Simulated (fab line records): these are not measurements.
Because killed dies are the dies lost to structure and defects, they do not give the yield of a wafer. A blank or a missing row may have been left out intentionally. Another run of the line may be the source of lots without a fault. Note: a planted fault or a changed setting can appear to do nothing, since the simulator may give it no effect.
fab line records ; flow n5-finfet ; part 1 of 2: steps 1 to 24 of 31
record lots=5; wafers=15; last-day=17
route steps=1938 shown BEOL_M12@1643 BEOL_M13@1659
lots that met no fault: taken from a fault-free run of the same line
start-h: hours from the record's opening day to when the first of the lot's shown wafers began ; wait-h: hours since the lot's step before ; " the same as in the row above ; L1.1+2: a row that stands for several wafers ; - no value present, or no start provided ; * or withheld: withheld ; < > ~ a bound
route shown NAME@n: names a module that has steps shown in the file, with the first one's number in the route ; usual: mean and standard deviation over wafers with no fault ; same: alike in all rows ; chamber/n: place in a boat ; sites: each site's reading ; _std_site: standard deviation across them ; _edge_site: the outer-site mean with the inner-site mean subtracted ; radius-mm: how far each site lies from the wafer's centre ; mask NAME#n: copy n ; behind: tool/chamber where the wafer was last shaped ; hold: reason for holding the lot/hours on hold/outcome of the hold ; device: which transistor (n, p or np) failed to switch ; end of line: at the end of the route, the tests of the same wafers ; a step given without rows: its recipe and nothing more ; killed: at the first sort, the dies lost to defects and structure; wafer yield is something else ; map: a wafer's dies, x killed, . not, _ none there
set.NAME: the run value of the setting; set.NAME@STEP: its run value at that earlier step ; model.NAME: the simulator's own value behind a step, which no gauge read
a table for each step, a row for each wafer; lots at some steps of the route
services: when a tool's chamber went out of use (start-h, in hours from the record's first day, below 0 if earlier), for how many hours, and the reason
## steps
# step N5_BEOL_M12_ETCH_38
# recipe chemistry=CF4/N2; target=SiCN; target-depth-a=687; taper-deg=2; time-s=73.4; ion-energy-ev=150; mask-material=SiO2; pressure-mtorr=40; source-w=430; bias-w=70; Ar_flow_sccm=100; cf4-flow-sccm=60; n2-flow-sccm=60
# usual drypump-motor-current-A=5.8/0.37; n2-flow-sccm=60.00/0.17; oes-product-au=0.78/0.093; rf-vpp-V=382.1/2; showerhead-plenum-p-Torr=2.20/0.07; throttle-valve-pct=15.53/0.26
lot.wafer;tool;chamber;start-h;wait-h;drypump-motor-current-A;n2-flow-sccm;oes-product-au;rf-hours-counter-h;rf-vpp-V;showerhead-plenum-p-Torr;throttle-valve-pct
L080.1;rie-diel-01;0;287.33;-;6.3;59.91;0.95;28;385.5;2.35;15.54
L080.2;rie-diel-01;3;287.33;-;5.8;59.97;0.73;212;382.5;2.18;15.52
L080.3;rie-diel-01;2;287.33;-;5.7;59.83;0.73;221;384.6;2.26;15.89
L083.2;rie-diel-02;1;300.54;-;5.9;59.96;0.69;193;378.4;2.10;15.49
L083.3;rie-diel-02;3;300.54;-;5.9;59.92;0.86;60;382.2;2.16;15.49
L083.5;rie-diel-02;2;300.54;-;5.7;60.04;0.74;-;382.4;2.23;15.66
L085.4;rie-diel-01;3;311.97;-;5.8;60.20;0.72;222;381.7;2.17;15.56
L085.5;rie-diel-01;3;311.97;-;5.8;60.08;0.72;-;382.3;2.17;15.55
L085.6;rie-diel-01;0;311.97;-;6.3;60.10;0.91;-;386.9;2.35;15.55
L090.2;rie-diel-01;0;337.79;-;6.2;60.22;0.89;47;385.0;2.34;15.56
L090.4;rie-diel-01;2;337.79;-;5.7;59.78;0.71;241;383.4;2.26;15.92
L090.5;rie-diel-01;0;337.79;-;6.3;60.26;0.90;-;384.1;2.34;15.56
L094.1;rie-diel-01;3;376.89;-;5.8;59.97;0.71;250;381.0;2.16;15.61
L094.2;rie-diel-01;1;376.89;-;6.5;59.91;0.82;69;384.8;2.24;14.99
L094.5;rie-diel-01;0;376.89;-;6.3;59.87;0.88;-;385.1;2.34;15.60
# step N5_BEOL_M12_PRECLEAN_39
# recipe chemistry=residue-remover; time-s=60; temp-c=40
lot.wafer;tool;chamber;start-h;wait-h
L080.1+2+3;wet-bench-04;4,1,2;287.46;0.1
L083.2+3+5;wet-bench-02;7,2,5;300.67;0.1
L085.4+5+6;wet-bench-04;7,0,2;312.10;0.1
L090.2+4+5;wet-bench-03;5,6,1;337.92;0.1
L094.1+2+5;wet-bench-02;1,0,6;377.02;0.1
# step N5_BEOL_M12_SRD_40
# recipe time-s=30; temp-c=23; rinse-liquid=diw; dry=n2-spin; spin-rpm=1500; dry-time-s=30
lot.wafer;tool;chamber;start-h;wait-h
L080.1+2+3;wet-bench-04;4,1,2;287.48;0.0
L083.2+3+5;wet-bench-02;7,2,5;300.69;0.0
L085.4+5+6;wet-bench-04;7,0,2;312.11;0.0
L090.2+4+5;wet-bench-03;5,6,1;337.94;0.0
L094.1+2+5;wet-bench-02;1,0,6;377.04;0.0
# step N5_BEOL_M12_DEGAS_41
# recipe ambient=vacuum; temp-c=250; time-s=60
# usual heater-power-w=335/23; susceptor-temp-C=249.98/0.18
lot.wafer;tool;chamber;start-h;wait-h;heater-power-w;susceptor-temp-C
L080.1;pvd-sputter-02;-;288.41;0.9;339;250.23
L080.2;pvd-sputter-02;-;288.41;0.9;315;249.83
L080.3;pvd-sputter-02;-;288.41;0.9;364;249.79
L083.2;pvd-sputter-02;-;301.10;0.4;312;250.16
L083.3;pvd-sputter-02;-;301.10;0.4;316;250.51
L083.5;pvd-sputter-02;-;301.10;0.4;318;250.36
L085.4;pvd-sputter-03;-;312.38;0.3;357;249.94
L085.5;pvd-sputter-03;-;312.38;0.3;342;249.92
L085.6;pvd-sputter-03;-;312.38;0.3;300;249.78
L090.2;pvd-sputter-01;-;338.19;0.2;309;250.11
L090.4;pvd-sputter-01;-;338.19;0.2;347;250.04
L090.5;pvd-sputter-01;-;338.19;0.2;348;250.04
L094.1;pvd-sputter-02;-;377.32;0.3;368;249.68
L094.2;pvd-sputter-02;-;377.32;0.3;310;250.01
L094.5;pvd-sputter-02;-;377.32;0.3;345;249.88
# step N5_BEOL_M12_PRE_CLEAN_42
# recipe gas=H2/He; time-s=30; temp-c=250
# usual heater-power-w=334/23; susceptor-temp-C=250.00/0.18
lot.wafer;tool;chamber;start-h;wait-h;heater-power-w;susceptor-temp-C
L080.1;pvd-sputter-02;-;288.45;0.0;343;249.79
L080.2;pvd-sputter-02;-;288.45;0.0;309;250.13
L080.3;pvd-sputter-02;-;288.45;0.0;366;250.01
L083.2;pvd-sputter-02;-;301.14;0.0;318;249.85
L083.3;pvd-sputter-02;-;301.14;0.0;314;250.30
L083.5;pvd-sputter-02;-;301.14;0.0;316;250.12
L085.4;pvd-sputter-03;-;312.42;0.0;356;250.20
L085.5;pvd-sputter-03;-;312.42;0.0;344;249.71
L085.6;pvd-sputter-03;-;312.42;0.0;291;249.63
L090.2;pvd-sputter-01;-;338.23;0.0;312;250.29
L090.4;pvd-sputter-01;-;338.23;0.0;352;250.04
L090.5;pvd-sputter-01;-;338.23;0.0;353;249.85
L094.1;pvd-sputter-02;-;377.36;0.0;361;250.14
L094.2;pvd-sputter-02;-;377.36;0.0;322;250.12
L094.5;pvd-sputter-02;-;377.36;0.0;342;249.90
# step N5_BEOL_M12_SPUTTER_43
# recipe material=TaN; target-thk-a=150; temp-c=50; bias-v=168.6; power-w=15000; chamber-pressure-pa=0.12; time-s=24.19
# usual susceptor-temp-C=50.00/0.12; throttle-valve-pct=29.9/0.83
lot.wafer;tool;chamber;start-h;wait-h;susceptor-temp-C;throttle-valve-pct
L080.1;pvd-sputter-02;-;288.49;0.0;49.84;30.3
L080.2;pvd-sputter-02;-;288.49;0.0;50.01;29.7
L080.3;pvd-sputter-02;-;288.49;0.0;50.09;29.9
L083.2;pvd-sputter-02;-;301.18;0.0;50.15;30.6
L083.3;pvd-sputter-02;-;301.18;0.0;50.02;29.9
L083.5;pvd-sputter-02;-;301.18;0.0;49.82;29.7
L085.4;pvd-sputter-03;-;312.46;0.0;50.09;28.6
L085.5;pvd-sputter-03;-;312.46;0.0;49.99;30.5
L085.6;pvd-sputter-03;-;312.46;0.0;50.09;30.9
L090.2;pvd-sputter-01;-;338.27;0.0;49.90;30.0
L090.4;pvd-sputter-01;-;338.27;0.0;50.19;30.3
L090.5;pvd-sputter-01;-;338.27;0.0;50.00;30.5
L094.1;pvd-sputter-02;-;377.40;0.0;49.74;29.8
L094.2;pvd-sputter-02;-;377.40;0.0;50.11;29.7
L094.5;pvd-sputter-02;-;377.40;0.0;50.11;30.3
# step N5_BEOL_M12_SPUTTER_44
# recipe material=Ta; target-thk-a=100; temp-c=50; bias-v=80; power-w=15000; chamber-pressure-pa=0.07; time-s=16.13
# usual susceptor-temp-C=50.01/0.12; throttle-valve-pct=29.9/0.83
lot.wafer;tool;chamber;start-h;wait-h;susceptor-temp-C;throttle-valve-pct
L080.1;pvd-sputter-02;-;288.57;0.0;50.05;30.1
L080.2;pvd-sputter-02;-;288.57;0.0;50.11;29.7
L080.3;pvd-sputter-02;-;288.57;0.0;49.99;29.7
L083.2;pvd-sputter-02;-;301.26;0.0;50.08;31.0
L083.3;pvd-sputter-02;-;301.26;0.0;50.07;29.6
L083.5;pvd-sputter-02;-;301.26;0.0;50.16;29.8
L085.4;pvd-sputter-03;-;312.54;0.0;49.99;28.4
L085.5;pvd-sputter-03;-;312.54;0.0;50.06;30.8
L085.6;pvd-sputter-03;-;312.54;0.0;50.16;30.9
L090.2;pvd-sputter-01;-;338.35;0.0;50.04;30.3
L090.4;pvd-sputter-01;-;338.35;0.0;49.98;30.3
L090.5;pvd-sputter-01;-;338.35;0.0;50.20;30.4
L094.1;pvd-sputter-02;-;377.48;0.0;49.99;29.7
L094.2;pvd-sputter-02;-;377.48;0.0;49.88;29.6
L094.5;pvd-sputter-02;-;377.48;0.0;49.97;30.2
# step N5_BEOL_M12_SPUTTER_45
# recipe material=Cu; target-thk-a=800; temp-c=-20; bias-v=60; power-w=26000; chamber-pressure-pa=0.13; time-s=13.33
# usual susceptor-temp-C=-20.01/0.11; throttle-valve-pct=29.9/0.83
lot.wafer;tool;chamber;start-h;wait-h;susceptor-temp-C;throttle-valve-pct
L080.1;pvd-sputter-02;-;288.65;0.0;-19.98;30.3
L080.2;pvd-sputter-02;-;288.65;0.0;-20.07;29.6
L080.3;pvd-sputter-02;-;288.65;0.0;-19.95;29.8
L083.2;pvd-sputter-02;-;301.34;0.0;-19.89;30.8
L083.3;pvd-sputter-02;-;301.34;0.0;-19.85;29.5
L083.5;pvd-sputter-02;-;301.34;0.0;-20.05;29.7
L085.4;pvd-sputter-03;-;312.62;0.0;-20.09;28.4
L085.5;pvd-sputter-03;-;312.62;0.0;-19.95;30.6
L085.6;pvd-sputter-03;-;312.62;0.0;-19.97;30.9
L090.2;pvd-sputter-01;-;338.43;0.0;-20.14;30.2
L090.4;pvd-sputter-01;-;338.43;0.0;-19.93;30.2
L090.5;pvd-sputter-01;-;338.43;0.0;-19.86;30.4
L094.1;pvd-sputter-02;-;377.56;0.0;-20.05;30.0
L094.2;pvd-sputter-02;-;377.56;0.0;-19.88;29.4
L094.5;pvd-sputter-02;-;377.56;0.0;-20.02;30.1
# step N5_BEOL_M12_ECD_47
# recipe material=Cu; target-thk-a=7200
lot.wafer;tool;chamber;start-h;wait-h
L080.1+2+3;ecd-cu-02;0,1,1;288.77;0.1
L083.2+3+5;ecd-cu-02;1;301.45;0.1
L085.4+5+6;ecd-cu-01;0,1,0;312.78;0.1
L090.2+4+5;ecd-cu-01;0,1,1;338.56;0.1
L094.1+2+5;ecd-cu-02;1,0,0;377.68;0.1
# step N5_BEOL_M12_ANNEAL_48
# recipe temp-c=225; time-s=90; ambient=N2
# usual wafer_temp_C_max=225.9/0.43
lot.wafer;tool;chamber;start-h;wait-h;wafer_temp_C_max
L080.1;rtp-anneal-01;0;288.92;0.1;226.1
L080.2;rtp-anneal-01;0;288.92;0.1;226.1
L080.3;rtp-anneal-01;0;288.92;0.1;226.0
L083.2;rtp-anneal-02;0;301.70;0.2;225.4
L083.3;rtp-anneal-02;0;301.70;0.2;225.4
L083.5;rtp-anneal-02;0;301.70;0.2;225.4
L085.4;rtp-anneal-01;0;313.02;0.2;226.1
L085.5;rtp-anneal-01;0;313.02;0.2;226.1
L085.6;rtp-anneal-01;0;313.02;0.2;226.3
L090.2;rtp-anneal-01;0;338.79;0.2;226.4
L090.4;rtp-anneal-01;0;338.79;0.2;226.3
L090.5;rtp-anneal-01;0;338.79;0.2;226.3
L094.1;rtp-anneal-01;0;377.82;0.1;226.5
L094.2;rtp-anneal-01;0;377.82;0.1;226.5
L094.5;rtp-anneal-01;0;377.82;0.1;226.7
# step N5_BEOL_M12_CMP_49
# recipe stop-on=SiOC; t-overpolish-s=20.6; down-force-psi=1; platen-rpm=50; clearing-platen-down-force-psi=1.5; clearing-platen-rpm=50; post-cmp-clean=cu-alkaline; target-thk-nm=320; clearing-platen-pad-velocity-m-s=0.99484; pad-velocity-m-s=0.99484
# usual barrier-field-endpoint-s=29.9/0.84; motor-current-A=5.7/0.8; overpolish-run-s=20.601/0.0091
lot.wafer;tool;chamber;start-h;wait-h;barrier-field-endpoint-s;motor-current-A;overpolish-run-s
L080.2;cmp-01;3;289.62;0.5;30.9;5.3;20.604
L080.3;cmp-01;1;289.62;0.5;29.9;6.7;20.602
L080.1;cmp-01;2;289.62;0.5;29.1;4.7;20.599
L083.2;cmp-04;3;302.03;0.3;28.8;5.9;20.611
L083.3;cmp-04;0;302.03;0.3;30.3;5.7;20.602
L083.5;cmp-04;2;302.03;0.3;30.0;5.6;20.599
L085.4;cmp-01;2;313.26;0.2;29.7;4.8;20.615
L085.5;cmp-01;0;313.26;0.2;30.4;6.5;20.620
L085.6;cmp-01;1;313.26;0.2;30.2;6.4;20.612
L090.4;cmp-01;1;339.12;0.2;29.9;6.5;20.595
L090.2;cmp-01;2;339.12;0.2;29.4;4.9;20.609
L090.5;cmp-01;0;339.12;0.2;30.7;6.2;20.608
L094.1;cmp-01;2;378.16;0.3;29.1;4.7;20.596
L094.2;cmp-01;0;378.16;0.3;29.3;6.2;20.618
L094.5;cmp-01;1;378.16;0.3;29.5;6.7;20.589
# step N5_BEOL_M12_THK_MEAS_50
# recipe thk-meas-gauge=xrf; reads=Cu_of_BEOL_M12_ECD_47
# usual M12_THK=320/6.6
lot.wafer;tool;chamber;start-h;wait-h;M12_THK[nm]
L080.1;film-metro-01;-;289.91;-;319
L080.2;film-metro-01;-;289.91;-;327
L080.3;film-metro-01;-;289.91;-;323
L083.2;film-metro-02;-;302.25;-;325
L083.3;film-metro-02;-;302.25;-;318
L083.5;film-metro-02;-;302.25;-;327
L085.4;film-metro-01;-;313.48;-;312
L085.5;film-metro-01;-;313.48;-;314
L085.6;film-metro-01;-;313.48;-;321
L090.2;film-metro-01;-;339.34;-;312
L090.4;film-metro-01;-;339.34;-;317
L090.5;film-metro-01;-;339.34;-;316
L094.1;film-metro-01;-;378.41;-;313
L094.2;film-metro-01;-;378.41;-;319
L094.5;film-metro-01;-;378.41;-;315
# step N5_BEOL_M12_PRE_CLEAN_52
# recipe gas=NH3; time-s=15; temp-c=withheld; rf-power-w=300
lot.wafer;tool;chamber;start-h;wait-h
L080.1+2+3;pecvd-02;0,1,2;289.95;0.0
L083.2+3+5;pecvd-02;0,1,2;302.28;0.0
L085.4+5+6;pecvd-03;1,2,0;313.52;0.0
L090.2+4+5;pecvd-01;2,2,0;339.39;0.0
L094.1+2+5;pecvd-02;1,2,2;378.45;0.0
# step N5_BEOL_M12_DEP_53
# recipe material=SiCN; target-thk-a=300; temp-c=withheld; precursor=3MS/NH3; pressure-torr=3; rf-w=675; time-s=10.5
# usual showerhead-plenum-p-Torr=4.155/0.023; throttle-valve-pct=18.3/1.7
lot.wafer;tool;chamber;start-h;wait-h;showerhead-plenum-p-Torr;throttle-valve-pct
L080.1;pecvd-02;0;289.98;0.0;4.201;16.5
L080.2;pecvd-02;1;289.98;0.0;4.166;17.4
L080.3;pecvd-02;2;289.98;0.0;4.177;17.0
L083.2;pecvd-02;0;302.31;0.0;4.195;16.6
L083.3;pecvd-02;1;302.31;0.0;4.172;17.7
L083.5;pecvd-02;2;302.31;0.0;4.179;17.0
L085.4;pecvd-03;1;313.55;0.0;4.116;18.8
L085.5;pecvd-03;2;313.55;0.0;4.152;16.5
L085.6;pecvd-03;0;313.55;0.0;4.142;22.3
L090.2;pecvd-01;2;339.41;0.0;4.150;18.7
L090.4;pecvd-01;2;339.41;0.0;4.149;18.9
L090.5;pecvd-01;0;339.41;0.0;4.153;17.7
L094.1;pecvd-02;1;378.47;0.0;4.160;17.9
L094.2;pecvd-02;2;378.47;0.0;4.176;17.4
L094.5;pecvd-02;2;378.47;0.0;4.167;17.1
# step N5_BEOL_M12_RS_MEAS_54
# recipe thk-meas-gauge=four-point-probe; reads=Cu_of_BEOL_M12_ECD_47+Ta_of_BEOL_M12_SPUTTER_44+TaN_of_BEOL_M12_SPUTTER_43
# usual M12_RS=0.0601/0.0012
lot.wafer;tool;chamber;start-h;wait-h;M12_RS[ohm/sq]
L080.1;film-metro-01;-;290.04;0.0;0.0604
L080.2;film-metro-01;-;290.04;0.0;0.0589
L080.3;film-metro-01;-;290.04;0.0;0.0594
L083.2;film-metro-02;-;302.37;0.0;0.0592
L083.3;film-metro-02;-;302.37;0.0;0.0606
L083.5;film-metro-02;-;302.37;0.0;0.0587
L085.4;film-metro-01;-;313.60;0.0;0.0615
L085.5;film-metro-01;-;313.60;0.0;0.0605
L085.6;film-metro-01;-;313.60;0.0;0.0597
L090.2;film-metro-01;-;339.47;0.0;0.0609
L090.4;film-metro-01;-;339.47;0.0;0.0603
L090.5;film-metro-01;-;339.47;0.0;0.0603
L094.1;film-metro-01;-;378.54;0.0;0.0618
L094.2;film-metro-01;-;378.54;0.0;0.0603
L094.5;film-metro-01;-;378.54;0.0;0.0611
# step N5_BEOL_M12_INSPECT_55
# recipe inspect-instrument=darkfield; mode=post-dep
# usual raw-defect-count=65/18
lot.wafer;tool;chamber;start-h;wait-h;raw-defect-count
L080.1;defect-inspect-01;-;290.06;0.0;74
L080.2;defect-inspect-01;-;290.06;0.0;51
L080.3;defect-inspect-01;-;290.06;0.0;43
L083.2;defect-inspect-01;-;302.40;0.0;68
L083.3;defect-inspect-01;-;302.40;0.0;48
L083.5;defect-inspect-01;-;302.40;0.0;59
L085.4;defect-inspect-02;-;313.63;0.0;60
L085.5;defect-inspect-02;-;313.63;0.0;55
L085.6;defect-inspect-02;-;313.63;0.0;76
L090.2;defect-inspect-01;-;339.50;0.0;59
L090.4;defect-inspect-01;-;339.50;0.0;81
L090.5;defect-inspect-01;-;339.50;0.0;82
L094.1;defect-inspect-02;-;378.56;0.0;65
L094.2;defect-inspect-02;-;378.56;0.0;87
L094.5;defect-inspect-02;-;378.56;0.0;110
# step N5_BEOL_M13_ILD_DEP_00
# recipe material=SiOC; target-thk-a=8379.2; temp-c=350; precursor=DEMS/O2; pressure-torr=5; rf-w=500; time-s=166.4
# usual heater-power-outer-w=253/54; heater-power-w=470/99; showerhead-plenum-p-Torr=5.685/0.015; susceptor-temp-C=350.00/0.2; throttle-valve-pct=12.2/0.97
lot.wafer;tool;chamber;start-h;wait-h;heater-power-outer-w;heater-power-w;showerhead-plenum-p-Torr;susceptor-temp-C;throttle-valve-pct
L080.1;pecvd-03;0;290.10;0.0;290;520;5.690;349.87;14.5
L080.2;pecvd-03;2;290.10;0.0;296;526;5.679;350.22;11.1
L080.3;pecvd-03;1;290.10;0.0;171;358;5.671;349.99;12.2
L083.2;pecvd-01;2;302.44;0.0;193;404;5.681;349.89;12.1
L083.3;pecvd-01;0;302.44;0.0;331;613;5.679;350.09;11.7
L083.5;pecvd-01;0;302.44;0.0;358;640;5.684;350.07;11.8
L085.4;pecvd-01;2;313.72;0.1;163;365;5.681;349.78;12.4
L085.5;pecvd-01;0;313.72;0.1;339;632;5.672;349.99;12.0
L085.6;pecvd-01;1;313.72;0.1;205;357;5.721;349.93;11.8
L090.2;pecvd-04;1;339.54;0.0;213;364;5.707;350.18;12.4
L090.4;pecvd-04;0;339.54;0.0;198;390;5.684;349.59;12.0
L090.5;pecvd-04;2;339.54;0.0;293;580;5.659;350.01;11.7
L094.1;pecvd-04;1;378.60;0.0;255;401;5.681;349.76;11.9
L094.2;pecvd-04;2;378.60;0.0;320;618;5.681;350.15;11.6
L094.5;pecvd-04;0;378.60;0.0;234;453;5.686;349.75;12.0
# step N5_BEOL_M13_THK_MEAS_01
# recipe reads=SiOC_of_BEOL_M13_ILD_DEP_00
# usual M13_ILD_THK=841/14
lot.wafer;tool;chamber;start-h;wait-h;M13_ILD_THK[nm]
L080.1;film-metro-02;-;290.25;0.1;839
L080.2;film-metro-02;-;290.25;0.1;836
L080.3;film-metro-02;-;290.25;0.1;842
L083.2;film-metro-02;-;302.59;0.1;853
L083.3;film-metro-02;-;302.59;0.1;836
L083.5;film-metro-02;-;302.59;0.1;851
L085.4;film-metro-01;-;313.82;0.0;863
L085.5;film-metro-01;-;313.82;0.0;846
L085.6;film-metro-01;-;313.82;0.0;843
L090.2;film-metro-02;-;339.69;0.1;826
L090.4;film-metro-02;-;339.69;0.1;841
L090.5;film-metro-02;-;339.69;0.1;865
L094.1;film-metro-02;-;378.75;0.1;826
L094.2;film-metro-02;-;378.75;0.1;859
L094.5;film-metro-02;-;378.75;0.1;841
# step N5_BEOL_M13_COAT_58
# recipe resist=BARC; temp-c=205; time-s=60; spin-rpm=1500; resist-thk-nm=89
# usual resist-line-temp-C=22.99/0.1
lot.wafer;tool;chamber;start-h;wait-h;resist-line-temp-C
L080.1;litho-track-02;0;290.28;0.0;23.06
L080.2;litho-track-02;0;290.28;0.0;22.88
L080.3;litho-track-02;0;290.28;0.0;23.13
L083.2;litho-track-02;0;302.62;0.0;22.97
L083.3;litho-track-02;0;302.62;0.0;23.10
L083.5;litho-track-02;0;302.62;0.0;22.95
L085.4;litho-track-03;0;313.85;0.0;22.96
L085.5;litho-track-03;0;313.85;0.0;23.04
L085.6;litho-track-03;0;313.85;0.0;23.01
L090.2;litho-track-03;0;339.72;0.0;22.84
L090.4;litho-track-03;0;339.72;0.0;22.89
L090.5;litho-track-03;0;339.72;0.0;22.93
L094.1;litho-track-02;0;378.78;0.0;22.98
L094.2;litho-track-02;0;378.78;0.0;22.95
L094.5;litho-track-02;0;378.78;0.0;22.84
# step N5_BEOL_M13_COAT_04
# recipe spin-rpm=1625; resist-thk-nm=400
# usual resist-line-temp-C=23.00/0.094
lot.wafer;tool;chamber;start-h;wait-h;resist-line-temp-C
L080.1;litho-track-02;0;-;-;23.03
L080.2;litho-track-02;0;-;-;22.94
L080.3;litho-track-02;0;-;-;22.90
L083.2;litho-track-02;0;-;-;23.02
L083.3;litho-track-02;0;-;-;22.86
L083.5;litho-track-02;0;-;-;23.14
L085.4;litho-track-03;0;-;-;22.96
L085.5;litho-track-03;0;-;-;22.92
L085.6;litho-track-03;0;-;-;22.98
L090.2;litho-track-03;0;-;-;23.02
L090.4;litho-track-03;0;-;-;23.02
L090.5;litho-track-03;0;-;-;22.84
L094.1;litho-track-02;0;-;-;23.01
L094.2;litho-track-02;0;-;-;22.86
L094.5;litho-track-02;0;-;-;23.07
# step N5_BEOL_M13_EBR_06
# recipe solvent=PGMEA; ebr-width-mm=1.5
# usual resist-line-temp-C=23.01/0.11
lot.wafer;tool;chamber;start-h;wait-h;resist-line-temp-C
L080.1;litho-track-02;0;-;-;22.91
L080.2;litho-track-02;0;-;-;23.07
L080.3;litho-track-02;0;-;-;23.10
L083.2;litho-track-02;0;-;-;22.95
L083.3;litho-track-02;0;-;-;23.06
L083.5;litho-track-02;0;-;-;23.03
L085.4;litho-track-03;0;-;-;22.80
L085.5;litho-track-03;0;-;-;22.83
L085.6;litho-track-03;0;-;-;22.81
L090.2;litho-track-03;0;-;-;23.03
L090.4;litho-track-03;0;-;-;22.92
L090.5;litho-track-03;0;-;-;23.03
L094.1;litho-track-02;0;-;-;23.09
L094.2;litho-track-02;0;-;-;22.97
L094.5;litho-track-02;0;-;-;23.06
# step N5_BEOL_M13_SOFTBAKE_05
# recipe temp-c=130; time-s=60
# usual resist-line-temp-C=23.03/0.092
lot.wafer;tool;chamber;start-h;wait-h;resist-line-temp-C
L080.1;litho-track-02;0;-;-;22.90
L080.2;litho-track-02;0;-;-;23.05
L080.3;litho-track-02;0;-;-;22.92
L083.2;litho-track-02;0;-;-;22.92
L083.3;litho-track-02;0;-;-;22.96
L083.5;litho-track-02;0;-;-;23.03
L085.4;litho-track-03;0;-;-;23.13
L085.5;litho-track-03;0;-;-;23.11
L085.6;litho-track-03;0;-;-;23.10
L090.2;litho-track-03;0;-;-;23.05
L090.4;litho-track-03;0;-;-;23.09
L090.5;litho-track-03;0;-;-;23.11
L094.1;litho-track-02;0;-;-;23.10
L094.2;litho-track-02;0;-;-;22.96
L094.5;litho-track-02;0;-;-;23.17
# step N5_BEOL_M13_EXPOSE_07
# recipe mask-id=V12; na=0.93; source-shape=conventional; sigma-outer=0.6; polarization=unpolarized; attpsm-phase-deg=180; dose-mj=24.8
# usual exposure-dose-mJ-cm2=24.784/0.024
# same na=0.93; sigma-outer=0.6
lot.wafer;tool;chamber;start-h;wait-h;mask;exposure-dose-mJ-cm2
L080.1;krf-scanner-02;0;290.38;-;V12#0;24.785
L080.2;krf-scanner-02;0;290.38;-;V12#0;24.750
L080.3;krf-scanner-02;0;290.38;-;V12#0;24.752
L083.2;krf-scanner-01;0;302.85;-;V12#0;24.759
L083.3;krf-scanner-01;0;302.85;-;V12#0;24.769
L083.5;krf-scanner-01;0;302.85;-;V12#0;24.788
L085.4;krf-scanner-01;0;313.96;-;V12#0;24.773
L085.5;krf-scanner-01;0;313.96;-;V12#0;24.815
L085.6;krf-scanner-01;0;313.96;-;V12#0;24.808
L090.2;krf-scanner-02;0;339.95;-;V12#0;24.787
L090.4;krf-scanner-02;0;339.95;-;V12#0;24.834
L090.5;krf-scanner-02;0;339.95;-;V12#0;24.795
L094.1;krf-scanner-02;0;379.01;-;V12#0;24.746
L094.2;krf-scanner-02;0;379.01;-;V12#0;24.784
L094.5;krf-scanner-02;0;379.01;-;V12#0;24.794
# step N5_BEOL_M13_PEB_08
# recipe peb-temp-c=130; peb-time-s=90
# usual resist-line-temp-C=22.99/0.097
# same peb-time-s=90
lot.wafer;tool;chamber;start-h;wait-h;resist-line-temp-C
L080.1;litho-track-03;0;290.44;0.1;23.04
L080.2;litho-track-03;0;290.44;0.1;22.98
L080.3;litho-track-03;0;290.44;0.1;23.05
L083.2;litho-track-02;0;302.90;0.0;23.08
L083.3;litho-track-02;0;302.90;0.0;23.12
L083.5;litho-track-02;0;302.90;0.0;22.97
L085.4;litho-track-03;0;314.00;0.0;22.95
L085.5;litho-track-03;0;314.00;0.0;22.85
L085.6;litho-track-03;0;314.00;0.0;22.96
L090.2;litho-track-02;0;340.00;0.0;22.99
L090.4;litho-track-02;0;340.00;0.0;22.95
L090.5;litho-track-02;0;340.00;0.0;23.17
L094.1;litho-track-03;0;379.06;0.1;22.94
L094.2;litho-track-03;0;379.06;0.1;23.13
L094.5;litho-track-03;0;379.06;0.1;23.05
